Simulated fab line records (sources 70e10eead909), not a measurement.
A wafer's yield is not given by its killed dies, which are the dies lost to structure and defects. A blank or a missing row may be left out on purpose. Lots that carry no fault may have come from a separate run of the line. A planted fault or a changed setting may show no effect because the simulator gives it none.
Matching of chambers	flow nand harc	4 sister chambers for NHARC_A_BLC_ALD_23 on ald metal-03
The step deposits TiN, target thk 3 nm, pulse time 1 s, ald cycles 150. 4 wafers are shown with their chamber, then 12 later ones without.

== WAFERS PAIRED WITH THEIR CHAMBERS ==
wafer	chamber	heater power w (W)
L085.6	2	1110
L084.1	3	1046
L084.5	1	889
L084.6	0	953

== WAFERS WHOSE CHAMBER IS MISSING ==
wafer	heater power w (W)
L090.2	925
L090.4	904
L090.5	972
L093.3	911
L093.4	1033
L093.6	916
L093.1	839
L093.2	1056
L093.5	1041
L096.1	1042
L096.3	819
L096.5	1057

== WHICH CHAMBER EACH ONE RAN IN ==
wafer	from the rows above	in truth
L090.2	can't be placed: 0 or 1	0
L090.4	can't be placed: 1 or 0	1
L090.5	can't be placed: 0 or 3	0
L093.3	can't be placed: 1 or 0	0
L093.4	3	3
L093.6	can't be placed: 1 or 0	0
L093.1	1	1
L093.2	can't be placed: 3 or 2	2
L093.5	3	3
L096.1	3	3
L096.3	1	1
L096.5	can't be placed: 3 or 2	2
Placed correctly: 5 of 12. Cannot be placed on the basis of these rows: 7; the candidates contain the true chamber in 7. 0 placed wrongly.
How it was worked out, from the rows above alone: a wafer's distance from a chamber is the root of the sum, over the readings, of the square of ((its reading less the chamber's mean) divided by the reading's scatter). If the next closest chamber is less than 2 further off than the closest, the wafer can't be placed; otherwise it belongs to the closest. For every chamber, the mean is computed from those of its wafers that are shown. The scatter: root of mean squared gap, hidden wafer to nearest shown wafer, with one shown wafer a chamber.
